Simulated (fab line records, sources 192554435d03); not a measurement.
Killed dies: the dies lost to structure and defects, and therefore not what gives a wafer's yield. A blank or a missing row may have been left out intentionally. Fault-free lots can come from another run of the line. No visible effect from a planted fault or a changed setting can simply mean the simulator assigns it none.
Chamber matching ; flow n5 finfet ; ald hk-02 running N5_MIM_TOP_ALD_00: 4 sister chambers
The step deposits Al2O3, purge time 3 s, co reactant pulse time 3 s. 8 wafers are shown with their chamber, then 10 later ones without.

WAFERS, EACH WITH ITS CHAMBER
wafer;chamber;precursor pulse height rel
L085.1;1;1.022
L086.3;3;1.004
L086.6;2;1.020
L087.1;2;1.054
L087.3;0;0.981
L087.5;0;0.987
L089.1;3;1.005
L089.2;1;1.001

WAFERS MISSING THEIR CHAMBER
wafer;precursor pulse height rel
L089.5;1.031
L091.1;0.984
L091.3;0.984
L091.5;0.989
L092.1;0.981
L092.2;1.012
L092.3;1.004
L093.2;0.994
L093.4;1.030
L093.6;0.980

WHICH CHAMBER EACH WENT THROUGH
wafer;from the rows above;in truth
L089.5;can't be placed: 2 or 1 or 3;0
L091.1;can't be placed: 0 or 3 or 1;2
L091.3;can't be placed: 0 or 3 or 1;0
L091.5;can't be placed: 0 or 3 or 1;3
L092.1;can't be placed: 0 or 3 or 1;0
L092.2;can't be placed: 1 or 3 or 2 or 0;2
L092.3;can't be placed: 3 or 1 or 0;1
L093.2;can't be placed: 0 or 3 or 1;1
L093.4;can't be placed: 2 or 1 or 3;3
L093.6;can't be placed: 0 or 3 or 1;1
Placed correctly: 0 of 10. From these rows, 10 cannot be placed; in 8 the true chamber is one of the candidates. Placed wrongly: 0.
How it was worked out, from the rows above alone: a wafer's distance from a chamber is the root of the sum, over the readings, of the square of ((its reading less the chamber's mean) divided by the reading's scatter). The wafer belongs to the nearest chamber; if the next one is less than 2 further off, it can't be placed. The mean given for a chamber averages the wafers shown for that chamber. The scatter: the root of (the sum of the squares of (reading less its chamber's mean) over the shown wafers, divided by (wafers less chambers)).
